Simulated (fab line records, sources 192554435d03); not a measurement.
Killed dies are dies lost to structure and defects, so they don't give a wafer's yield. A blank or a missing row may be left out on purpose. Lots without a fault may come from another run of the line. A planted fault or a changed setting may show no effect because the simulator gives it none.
fab line records | flow n5_finfet
record lots=6 wafers=17 last_day=17
route steps=1938 shown HKMG_FIN@438 BEOL_M4@1111
lots that met no fault: from a run of the same line without faults
start_h: hours from the record's first day to the start of the lot's first wafer shown | wait_h: hours since the lot's step before | " the same as in the row above | L1.1+2: a row that stands for several wafers | - no value, or no start given | * or withheld: withheld | < > ~ a bound
route shown NAME@n: a module of which the file shows steps, and the number in the route of the first | usual: mean/standard deviation of fault-free wafers | same: alike in all rows | chamber/n: place in a boat | sites: the reading at each site | _std_site: their standard deviation | _edge_site: outer sites' mean less inner sites' | radius_mm: how far each site lies from the wafer's centre | mask NAME#n: copy n | behind: the tool/chamber that last shaped the wafer | hold: why the lot was held/for how many hours/how that ended | device: the transistor (n, p or np) that didn't switch | end of line: the same wafers' tests at the end of the route | a step without rows: its recipe alone | killed: dies lost to structure and defects at the first sort, not the wafer's yield | map: a wafer's dies, x killed, . not, _ none there
set.NAME: the setting as run; set.NAME@STEP: as run at that earlier step | model.NAME: the simulator's own value behind a step, which no gauge read
lots at some steps of the route; a table a step, a row a wafer
services: from which hour (start_h, from the record's first day; less than 0 if before it) a tool's chamber was out of use, for how many hours, and why
## steps
# step N5_HKMG_FIN_ETCH_35
# recipe chemistry=N2/H2 target=SOC target_depth_a=2158 ion_energy_ev=65 bias_w=5 source_w=3000 time_s=243.4 pressure_mtorr=30 n2_flow_sccm=200 h2_flow_sccm=200
# step N5_HKMG_FIN_STRIP_92
# recipe chemistry=N2/H2 material=SOC time_s=20 power_w=500 temp_c=40 pressure_mtorr=50 rf_frequency_hz=6e+07 bias_power_w=8 h2_frac=0.5 n2_flow_sccm=300 h2_flow_sccm=300
# step N5_HKMG_FIN_WET_ETCH_18
# recipe chemistry=SC1 target=TiN mix=1:1:5 temp_c=* time_s=55 target_depth_nm=5.2 dry=ipa_marangoni rinse_time_s=30 rinse_temp_c=23
# step N5_HKMG_FIN_STRIP_19
# recipe chemistry=N2/H2 power_w=2500 temp_c=300 h2_frac=0.65 time_s=360 pressure_mtorr=withheld n2_flow_sccm=1750 h2_flow_sccm=3250
# usual drypump_motor_current_A=5.9/0.43 heater_power_w=456/32 n2_flow_sccm=1750/4.9
# columns lot.wafer tool chamber start_h wait_h drypump_motor_current_A heater_power_w n2_flow_sccm rf_hours_counter_h
L274.1 plasma_asher-02 1 102.48 0.0 5.8 502 1754 94
L274.2 " 0 " " 6.4 489 1751 94
L274.3 " 0 " " 6.4 484 1755 -
L276.1 plasma_asher-01 0 111.21 0.0 6.3 442 1742 39
L276.4 " 0 " " 6.2 449 1751 -
L276.5 " 0 " " 6.2 441 1747 -
L284.1 plasma_asher-01 0 159.03 0.3 6.3 432 1753 48
L284.2 " 1 " " 5.3 424 1748 48
L284.4 " 1 " " 5.3 428 1755 -
L286.1 plasma_asher-02 0 176.67 0.1 6.4 487 1750 107
L286.2 " 1 " " 5.7 501 1748 107
L286.5 " 1 " " 5.7 514 1745 -
L292.1 plasma_asher-01 1 200.97 0.0 5.3 436 1754 58
L292.2 " 0 " " 6.3 426 1750 58
L292.3 " 1 " " 5.3 426 1748 -
L294.3 plasma_asher-02 1 218.63 0.1 5.8 514 1755 -
L294.6 " 0 " " 6.4 491 1754 -
# step N5_HKMG_FIN_ALD_91
# recipe material=TiN target_thk_a=10 temp_c=400 ald_precursor_family=TiCl4 ald_co_reactant=NH3 pulse_time_s=1 purge_time_s=3 co_reactant_purge_time_s=2 co_reactant_pulse_time_s=2 ald_cycles=47 pressure_torr=3
# usual heater_power_w=872/57 precursor_pulse_height_rel=1.002/0.02
# same pulse_time_s=1
# columns lot.wafer tool chamber start_h wait_h heater_power_w precursor_pulse_height_rel
L274.1 ald_metal-02 1 102.87 0.3 861 1.021
L274.2 " 3 " " 867 1.035
L274.3 " 2 " " 963 1.006
L276.1 ald_metal-02 0 111.61 0.3 987 0.998
L276.4 " 2 " " 931 1.011
L276.5 " 2 " " 945 1.013
L284.1 ald_metal-04 3 159.41 0.3 914 0.985
L284.2 " 2 " " 789 1.044
L284.4 " 1 " " 843 1.012
L286.1 ald_metal-04 0 177.06 0.3 852 0.993
L286.2 " 2 " " 761 0.999
L286.5 " 1 " " 865 1.002
L292.1 ald_metal-01 1 201.36 0.3 857 1.013
L292.2 " 0 " " 824 0.989
L292.3 " 2 " " 871 1.009
L294.3 ald_metal-04 0 218.90 0.1 859 0.993
L294.6 " 2 " " 788 1.012
# step N5_HKMG_FIN_COAT_85
# recipe resist=SOC temp_c=250 time_s=60 spin_rpm=1500 resist_thk_nm=300
# step N5_HKMG_FIN_ETCH_86
# recipe chemistry=N2/H2 target=SOC target_depth_a=3932 stop_on=TiN ion_energy_ev=100 bias_w=61 pressure_mtorr=30 source_w=850 n2_flow_sccm=200 h2_flow_sccm=200
# usual drypump_motor_current_A=5.6/0.46 n2_flow_sccm=200.0/0.58 oes_product_au=0.79/0.086 rf_fwd_power_W=844/3.4 rf_vpp_V=240.9/1 showerhead_plenum_p_Torr=2.55/0.057 throttle_valve_pct=17.92/0.23
# columns lot.wafer tool chamber start_h wait_h drypump_motor_current_A n2_flow_sccm oes_product_au rf_fwd_power_W rf_hours_counter_h rf_vpp_V showerhead_plenum_p_Torr throttle_valve_pct
L274.1 rie_diel-04 3 103.22 - 6.3 200.8 0.71 845 209 241.9 2.63 18.03
L274.2 " 2 " " 5.5 200.6 0.98 846 1 239.2 2.51 17.92
L274.3 " 0 " " 4.8 200.1 0.87 844 46 239.7 2.55 17.37
L276.1 rie_diel-03 2 111.94 - 5.3 200.2 0.71 845 206 240.5 2.62 17.97
L276.4 " 0 " " 5.8 200.6 0.68 843 - 240.6 2.52 17.90
L276.5 " 1 " " 6.3 199.7 0.85 847 - 240.8 2.58 17.79
L284.1 rie_diel-05 1 159.75 - 5.3 199.7 0.94 841 9 241.2 2.63 18.11
L284.2 " 0 " " 6.0 199.5 0.71 844 176 239.4 2.43 17.84
L284.4 " 2 " " 5.3 200.4 0.77 843 110 242.1 2.58 18.01
L286.1 rie_diel-03 1 177.39 - 6.3 199.4 0.82 844 76 242.0 2.57 17.83
L286.2 " 3 " " 5.5 200.1 0.89 841 22 242.6 2.61 17.91
L286.5 " 2 " " 5.3 200.2 0.68 851 - 242.1 2.61 18.01
L292.1 rie_diel-04 3 201.70 - 6.3 200.2 0.69 842 239 242.2 2.62 18.08
L292.2 " 2 " " 5.5 200.8 0.87 842 35 240.6 2.50 17.98
L292.3 " 1 " " 5.3 199.5 0.83 841 55 240.4 2.51 18.16
L294.3 rie_diel-05 2 219.28 - 5.3 199.9 0.75 849 128 239.7 2.57 18.04
L294.6 " 2 " " 5.3 200.7 0.75 849 - 242.5 2.57 18.05
# step N5_HKMG_FIN_STRIP_89
# recipe chemistry=N2/H2 material=SOC time_s=20 power_w=500 temp_c=40 pressure_mtorr=50 rf_frequency_hz=6e+07 bias_power_w=8 h2_frac=0.5 n2_flow_sccm=300 h2_flow_sccm=300
# usual drypump_motor_current_A=5.6/0.46 n2_flow_sccm=299.9/0.81 oes_product_au=0.80/0.094 rf_fwd_power_W=497.0/1.8 rf_vpp_V=54.1/0.9 showerhead_plenum_p_Torr=3.37/0.072 throttle_valve_pct=19.1/0.44
# columns lot.wafer tool chamber start_h wait_h drypump_motor_current_A n2_flow_sccm oes_product_au rf_fwd_power_W rf_hours_counter_h rf_vpp_V showerhead_plenum_p_Torr throttle_valve_pct
L274.1 rie_diel-04 3 103.28 0.0 6.3 299.4 0.71 500.3 209 53.7 3.48 19.7
L274.2 " 2 " " 5.5 300.2 0.99 495.5 2 54.2 3.32 19.1
L274.3 " 0 " " 4.8 301.3 0.88 497.1 46 54.6 3.37 18.2
L276.1 rie_diel-03 2 112.00 0.0 5.4 298.0 0.72 497.2 206 54.3 3.45 18.9
L276.4 " 0 " " 5.8 299.7 0.68 494.1 - 53.8 3.32 18.9
L276.5 " 1 " " 6.3 300.2 0.84 499.3 - 53.4 3.41 19.0
L284.1 rie_diel-05 1 159.81 0.0 5.2 299.9 0.97 494.7 9 53.6 3.47 19.6
L284.2 " 0 " " 6.0 301.0 0.72 496.1 177 54.1 3.22 18.8
L284.4 " 2 " " 5.3 298.6 0.75 495.0 110 52.9 3.40 19.4
L286.1 rie_diel-03 1 177.45 0.0 6.4 299.9 0.81 497.1 76 54.4 3.40 19.0
L286.2 " 3 " " 5.5 299.3 0.94 496.4 22 53.8 3.44 19.6
L286.5 " 2 " " 5.3 299.8 0.69 496.5 - 53.1 3.44 19.0
L292.1 rie_diel-04 3 201.76 0.0 6.3 300.2 0.71 498.6 240 54.8 3.46 19.7
L292.2 " 2 " " 5.5 300.3 0.89 495.2 35 53.1 3.30 19.2
L292.3 " 1 " " 5.3 298.7 0.85 496.9 55 54.1 3.31 19.4
L294.3 rie_diel-05 2 219.34 0.0 5.3 299.7 0.74 500.2 128 56.1 3.39 19.4
L294.6 " 2 " " 5.3 298.8 0.73 495.8 - 54.0 3.39 19.4
# step N5_HKMG_FIN_WET_ETCH_87
# recipe chemistry=SC1 target=TiN mix=1:2:40 temp_c=50 time_s=154.2 target_depth_nm=4.7 dry=ipa_marangoni rinse_time_s=30 rinse_temp_c=23
# step N5_HKMG_FIN_STRIP_88
# recipe chemistry=N2/H2 power_w=2500 temp_c=300 h2_frac=0.65 time_s=360 pressure_mtorr=withheld n2_flow_sccm=1750 h2_flow_sccm=3250
# usual drypump_motor_current_A=5.9/0.41 heater_power_w=467/33 n2_flow_sccm=1750/5.5
# columns lot.wafer tool chamber start_h wait_h drypump_motor_current_A heater_power_w n2_flow_sccm rf_hours_counter_h
L274.1 plasma_asher-01 1 103.47 0.0 5.4 431 1744 37
L274.2 " 0 " " 6.2 439 1750 37
L274.3 " 0 " " 6.2 437 1748 -
L276.1 plasma_asher-01 1 112.19 0.0 5.3 419 1753 39
L276.4 " 1 " " 5.4 424 1754 -
L276.5 " 0 " " 6.2 437 1751 -
L284.1 plasma_asher-01 0 160.00 0.0 6.2 438 1748 49
L284.2 " 1 " " 5.4 427 1750 49
L284.4 " 0 " " 6.2 441 1760 -
L286.1 plasma_asher-02 1 177.71 0.0 5.7 513 1739 108
L286.2 " 0 " " 6.4 473 1756 108
L286.5 " 1 " " 5.8 519 1743 -
L292.1 plasma_asher-01 1 202.10 0.0 5.3 430 1745 59
L292.2 " 0 " " 6.3 448 1745 59
L292.3 " 0 " " 6.3 439 1749 -
L294.3 plasma_asher-01 1 219.65 0.1 5.3 421 1744 -
L294.6 " 0 " " 6.3 437 1747 -
# step N5_HKMG_FIN_NWFM_ALD_20
# recipe material=TiAlC target_thk_a=20 temp_c=300 ald_precursor_family=TiCl4 ald_co_reactant=TEA pulse_time_s=3 purge_time_s=2 co_reactant_purge_time_s=2 co_reactant_pulse_time_s=10 ald_cycles=7 pressure_torr=3
# step N5_HKMG_FIN_ALD_71
# recipe material=TiN target_thk_a=10 temp_c=400 ald_precursor_family=TiCl4 ald_co_reactant=NH3 pulse_time_s=1 purge_time_s=3 co_reactant_purge_time_s=2 co_reactant_pulse_time_s=2 ald_cycles=47 pressure_torr=3
# step N5_HKMG_FIN_COAT_66
# recipe resist=SOC temp_c=250 time_s=60 spin_rpm=1500 resist_thk_nm=300
# usual heater_power_total_W=500.3/1.8 plate_temp_C=249.99/0.17 run_length_s=66.15/0.12
# columns lot.wafer tool chamber start_h wait_h heater_power_total_W plate_temp_C run_length_s
L274.1 litho_track-01 0 104.23 0.2 497.9 250.05 66.18
L274.2 " 0 " " 501.3 249.97 66.12
L274.3 " 0 " " 502.3 250.17 66.03
L276.1 litho_track-01 0 112.95 0.2 497.4 250.00 66.00
L276.4 " 0 " " 502.0 250.05 65.97
L276.5 " 0 " " 502.0 249.71 66.12
L284.1 litho_track-03 0 160.75 0.2 571.1 - 54.48
L284.2 " 0 " " 571.7 - 54.43
L284.4 " 0 " " 566.9 - 54.28
L286.1 litho_track-03 0 178.46 0.2 572.1 - 54.57
L286.2 " 0 " " 570.2 - 54.26
L286.5 " 0 " " 571.1 - 54.58
L292.1 litho_track-01 0 202.87 0.2 498.1 249.86 66.26
L292.2 " 0 " " 500.9 250.11 66.17
L292.3 " 0 " " 502.4 250.27 66.17
L294.3 litho_track-01 0 220.30 0.2 497.4 249.86 66.28
L294.6 " 0 " " 500.8 250.13 66.04
# step N5_HKMG_FIN_ETCH_67
# recipe chemistry=N2/H2 target=SOC target_depth_a=3889 stop_on=TiN ion_energy_ev=100 bias_w=61 pressure_mtorr=30 source_w=850 n2_flow_sccm=200 h2_flow_sccm=200
# step N5_BEOL_M4_RC_MEAS_101
# usual DIBL_N=36.0/2 DIBL_P=35.9/2.5 IOFF_N=0.16/0.038 IOFF_P=0.21/0.04 ION_N=675/14 ION_P=462/9.4 SS_N=71.5/0.75 SS_P=73.2/0.74 VT_N=250/3.9 VT_P=-251/3.2
# columns lot.wafer tool chamber start_h wait_h DIBL_N[mV/V] DIBL_P[mV/V] IOFF_N[nA/um] IOFF_P[nA/um] ION_N[uA/um] ION_P[uA/um] SS_N[mV/dec] SS_P[mV/dec] VT_N[mV] VT_P[mV]
L274.1 prober-01 0 182.19 0.0 34.6 34.3 0.14 0.18 665 464 72.2 72.6 253 -252
L274.2 " 0 " " 36.5 36.9 0.17 0.21 683 469 71.4 73.5 251 -252
L274.3 " 0 " " 35.2 36.4 0.15 0.20 673 465 72.1 72.7 252 -251
L276.1 prober-02 0 192.57 0.0 34.2 34.8 0.14 0.20 679 469 70.7 72.8 251 -247
L276.4 " 0 " " 37.9 40.0 0.20 0.28 694 474 72.3 73.2 246 -246
L276.5 " 0 " " 33.7 34.0 0.12 0.18 664 463 70.7 72.5 254 -252
L284.1 prober-01 0 242.90 0.0 33.6 32.9 0.12 0.17 664 450 71.2 72.1 254 -251
L284.2 " 0 " " 35.5 33.9 0.15 0.19 667 450 72.2 72.3 248 -249
L284.4 " 0 " " 35.4 34.9 0.15 0.21 655 448 71.9 73.4 250 -250
L286.1 prober-01 0 267.94 0.0 36.5 35.5 0.16 0.18 661 451 71.1 72.7 249 -250
L286.2 " 0 " " 32.4 33.8 0.12 0.18 688 483 70.5 72.6 251 -251
L286.5 " 0 " " 35.1 36.1 0.15 0.20 675 463 70.7 72.5 248 -251
L292.1 prober-01 0 295.73 0.0 38.2 37.8 0.19 0.24 693 472 72.2 73.3 247 -250
L292.2 " 0 " " 35.3 35.8 0.12 0.22 653 462 70.7 73.6 254 -250
L292.3 " 0 " " 38.5 37.4 0.18 0.24 668 457 72.6 73.9 251 -250
L294.3 prober-01 0 311.61 0.3 38.4 37.9 0.19 0.23 675 459 72.2 74.6 250 -250
L294.6 " 0 " " 36.5 35.5 0.15 0.18 667 451 71.5 72.7 254 -251
## services
# columns tool chamber start_h hours kind
ald_metal-02 - 82.13 2.8 pm
ald_metal-04 - 87.69 8.7 pm
rie_diel-03 3 104.51 - clean
rie_diel-03 3 104.51 - consumable_replace:focus_ring
rie_diel-03 3 104.51 17.2 scheduled_down
rie_diel-03 3 104.51 17.2 vent_cycle
rie_diel-05 1 114.63 - clean
rie_diel-05 1 114.63 - consumable_replace:focus_ring
rie_diel-05 1 114.63 18.1 scheduled_down
rie_diel-05 1 114.63 18.1 vent_cycle
rie_diel-04 3 149.33 7.2 repair
plasma_asher-02 - 154.70 6.9 repair
ald_metal-02 3 159.16 - calibration
litho_track-03 - 160.86 - consumable_replace:filter
rie_diel-04 2 169.75 12.7 repair
rie_diel-03 0 180.04 - clean
rie_diel-03 0 180.04 - consumable_replace:focus_ring
rie_diel-03 0 180.04 25.4 scheduled_down
rie_diel-03 0 180.04 25.4 vent_cycle
rie_diel-04 2 205.62 6.8 repair
plasma_asher-01 - 216.65 2.8 pm
## key
first_sign step=N5_HKMG_FIN_COAT_66 reading=run_length_s direction=down sigmas=95 usual=* struck=*
effect step=N5_HKMG_FIN_COAT_66 reading=heater_power_total_W direction=up sigmas=39 usual=* struck=*
met_at N5_HKMG_FIN_COAT_66
struck_wafers L284.1,L284.2,L284.4,L286.1,L286.2,L286.5
baseline_loss step=N5_HKMG_FIN_ETCH_86 wafers=L284.1
fault kind=process_parameter_drift tool=litho_track-03 chamber=- onset_h=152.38 steps=N5_HKMG_FIN_COAT_66 channel=time_s offset=* shape=step end_h=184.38 acts_in=* stated=*
# baseline_loss: these wafers lose ten dies or more at that step, a loss of the line's own and not of a fault; the sort's usual values leave them out
